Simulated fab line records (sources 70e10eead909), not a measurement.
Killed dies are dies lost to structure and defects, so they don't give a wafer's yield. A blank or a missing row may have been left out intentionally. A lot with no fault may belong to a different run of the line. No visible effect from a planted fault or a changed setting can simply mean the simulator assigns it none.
Which tool did it? ; flow nand_harc ; Sampling: 13 lots, 39 wafers, 5 of 1159 route steps

## WHAT THE GAUGES READ, wafer by wafer
NHARC_THIN_TSV_CD_MEAS_33 targets a cd of 5000 nm.
lot;measured;on;cd_nm (nm)
L161;day 19 14:16;cd_sem-01;5000.2 5001.9 4997.9
L164;day 19 05:16;cd_sem-01;4998.0 4998.1 4998.9
L165;day 19 16:55;cd_sem-02;4999.3 4995.4 4998.6
L168;day 20 07:49;cd_sem-02;4999.5 4999.2 5000.4
L167;day 20 08:38;cd_sem-03;4997.1 4996.9 5000.2
L169;day 21 13:20;cd_sem-01;5001.9 5000.9 4999.2
L172;day 21 14:47;cd_sem-03;4996.6 4999.7 4999.0
L170;day 21 09:25;cd_sem-03;4996.9 4995.8 4995.1
L171;day 21 23:25;cd_sem-03;4997.4 5002.8 4995.6
L173;day 22 00:19;cd_sem-01;5000.4 4999.0 4998.8
L175;day 22 07:52;cd_sem-01;4998.4 4997.3 4997.8
L176;day 23 07:01;cd_sem-02;4996.2 4999.9 4997.5
L177;day 23 05:42;cd_sem-02;4998.0 4997.6

NHARC_END_SORT_01.
lot;measured;on;killed_at_array;killed_at_other;killed_at_periphery;killed_dies;killed_open;killed_short
L161;day 19 21:14;prober-02;9 11 5;0 0 0;1 3 2;10 14 7;2 5 4;2 1 1
L164;day 19 12:22;prober-02;12 10 16;0 0 0;4 4 3;16 14 19;4 1 3;0 0 4
L165;day 20 20:37;prober-02;38 42 41;1 0 0;1 3 6;40 45 47;2 1 6;2 4 1
L168;day 21 06:13;prober-01;27 31 30;0 0 0;4 1 6;31 32 36;1 0 3;3 4 0
L167;day 21 14:41;prober-02;22 16 23;2 3 2;0 3 7;24 22 32;5 5 5;2 2 2
L169;day 21 22:52;prober-02;40 35 46;0 0 0;10 3 8;50 38 54;1 1 1;3 1 1
L172;day 22 02:53;prober-01;17 16 14;0 0 1;3 4 6;20 20 21;1 3 8;3 3 2
L170;day 21 18:20;prober-01;37 33 46;0 0 0;2 8 3;39 41 49;2 1 3;4 0 3
L171;day 22 09:56;prober-01;24 18 19;0 1 1;1 1 1;25 20 21;3 2 2;0 0 1
L173;day 22 09:09;prober-02;25 33 35;1 0 0;4 0 1;30 33 36;6 3 3;3 2 2
L175;day 22 19:23;prober-01;18 15 24;1 2 1;3 11 3;22 28 28;2 2 4;3 2 1
L176;day 23 22:25;prober-02;32 33 39;0 0 0;1 1 2;33 34 41;2 2 3;0 0 1
L177;day 23 14:38;prober-02;671 33 35;0 0 1;6 3 4;677 36 40;10 1 6;3 2 3

## WHAT TOOL EACH LOT RAN ON (gives the tool, then ch and the chambers of the sampled wafers, and finally the start)
lot;NHARC_A_CHANNEL_HOLE_D1_DEP_00;NHARC_THIN_TSV_STRIP_62;NHARC_THIN_TSV_ANNEAL_52
L161;acl_dep-01 ch 0, day 8 17:35;plasma_asher-02 ch 0,1, day 19 10:57;rtp_anneal-02 ch 0, day 19 12:20
L164;acl_dep-03 ch 0, day 8 19:12;plasma_asher-01 ch 0,1, day 19 01:47;rtp_anneal-02 ch 0, day 19 03:17
L165;acl_dep-01 ch 0, day 9 04:50;plasma_asher-02 ch 0,1, day 19 13:38;rtp_anneal-02 ch 0, day 19 14:58
L168;acl_dep-01 ch 0, day 9 11:28;plasma_asher-02 ch 0,1, day 20 04:11;rtp_anneal-02 ch 0, day 20 05:32
L167;acl_dep-02 ch 0, day 9 12:19;plasma_asher-02 ch 0,1, day 20 05:18;rtp_anneal-01 ch 0, day 20 06:51
L169;acl_dep-02 ch 0, day 10 10:41;plasma_asher-01 ch 0,1, day 21 09:51;rtp_anneal-01 ch 0, day 21 11:19
L172;acl_dep-01 ch 0, day 10 10:41;plasma_asher-02 ch 0, day 21 11:28;rtp_anneal-02 ch 0, day 21 12:53
L170;acl_dep-02 ch 0, day 10 12:16;plasma_asher-02 ch 1, day 21 06:08;rtp_anneal-02 ch 0, day 21 07:29
L171;acl_dep-02 ch 0, day 10 15:54;plasma_asher-01 ch 0,1, day 21 20:08;rtp_anneal-02 ch 0, day 21 21:29
L173;acl_dep-01 ch 0, day 11 09:29;plasma_asher-02 ch 0,1, day 21 21:05;rtp_anneal-02 ch 0, day 21 22:32
L175;acl_dep-01 ch 0, day 11 14:28;plasma_asher-02 ch 0,1, day 22 04:34;rtp_anneal-02 ch 0, day 22 06:01
L176;acl_dep-02 ch 0, day 11 23:07;plasma_asher-02 ch 0,1, day 23 03:23;rtp_anneal-01 ch 0, day 23 04:47
L177;acl_dep-01 ch 0, day 11 23:08;plasma_asher-02 ch 0,1, day 23 02:23;rtp_anneal-02 ch 0, day 23 03:50
- NHARC_A_CHANNEL_HOLE_D1_DEP_00: deposits aC, target thk 3100 nm.
- NHARC_THIN_TSV_STRIP_62: strips in N2/H2, time 20 s.
- NHARC_THIN_TSV_ANNEAL_52: time 90 s.

## WHAT THE TOOLS THEMSELVES READ (means of the sampled wafers that have a number; where no wafer has one, the mark that the record gives instead)
NHARC_A_CHANNEL_HOLE_D1_DEP_00.
lot;tool;throttle_valve_pct (%)
L161;acl_dep-01;34.997
L164;acl_dep-03;35.004
L165;acl_dep-01;34.991
L168;acl_dep-01;34.986
L167;acl_dep-02;34.995
L169;acl_dep-02;34.998
L172;acl_dep-01;35.004
L170;acl_dep-02;35.009
L171;acl_dep-02;34.999
L173;acl_dep-01;34.998
L175;acl_dep-01;34.990
L176;acl_dep-02;35.004
L177;acl_dep-01;35.000

NHARC_THIN_TSV_STRIP_62.
lot;tool;drypump_motor_current_A (A);heater_power_w (W)
L161;plasma_asher-02;5.73;322
L164;plasma_asher-01;5.60;371
L165;plasma_asher-02;5.77;315
L168;plasma_asher-02;5.77;327
L167;plasma_asher-02;5.74;311
L169;plasma_asher-01;5.63;358
L172;plasma_asher-02;5.68;312
L170;plasma_asher-02;5.79;333
L171;plasma_asher-01;5.74;363
L173;plasma_asher-02;5.78;326
L175;plasma_asher-02;5.80;326
L176;plasma_asher-02;5.74;315
L177;plasma_asher-02;5.77;322

NHARC_THIN_TSV_ANNEAL_52.
lot;tool;wafer_temp_C_max
L161;rtp_anneal-02;226.0
L164;rtp_anneal-02;226.6
L165;rtp_anneal-02;226.1
L168;rtp_anneal-02;226.1
L167;rtp_anneal-01;226.7
L169;rtp_anneal-01;226.4
L172;rtp_anneal-02;226.1
L170;rtp_anneal-02;226.4
L171;rtp_anneal-02;226.4
L173;rtp_anneal-02;226.3
L175;rtp_anneal-02;226.3
L176;rtp_anneal-01;226.7
L177;rtp_anneal-02;226.2

## THE ANSWER, worked out from the rows above alone
Rule: what is usual is taken from the lots themselves. Put in order of their means at a reading, lots are off if they are a third of the lots or fewer, leave a main group of 4 or more, and stand apart from it by a gap of 3 or more times the standard deviation of the main group's means; of several such gaps the widest counts. If all means in a main group match to the digits the tables above print for the reading, that group is not used. Also off: a lot with no number at a reading for which 4 or more lots have one. Where the step has rows for the other lots, those lots are counted as sound. Order of review: gauges by route order, followed by the tools' own readings, for which a lot's mean as printed above is used. The first step at which some lot is off is used, and at that step the reading that is off furthest; a lot without a number counts as furthest.
Off: L177 (NHARC_END_SORT_01, killed_at_array). Mean 26 and standard deviation 11 in the main group.
A tool fits if, at a process step before that reading, it ran every lot that is off, and no sound lot after the first of them. Those tools and the gauges at NHARC_END_SORT_01 are tried in the same way. Undecided on this evidence; 2 tools fit (acl_dep-01 at NHARC_A_CHANNEL_HOLE_D1_DEP_00, rtp_anneal-02 at NHARC_THIN_TSV_ANNEAL_52).

## WHAT THE SIMULATOR PUT IN
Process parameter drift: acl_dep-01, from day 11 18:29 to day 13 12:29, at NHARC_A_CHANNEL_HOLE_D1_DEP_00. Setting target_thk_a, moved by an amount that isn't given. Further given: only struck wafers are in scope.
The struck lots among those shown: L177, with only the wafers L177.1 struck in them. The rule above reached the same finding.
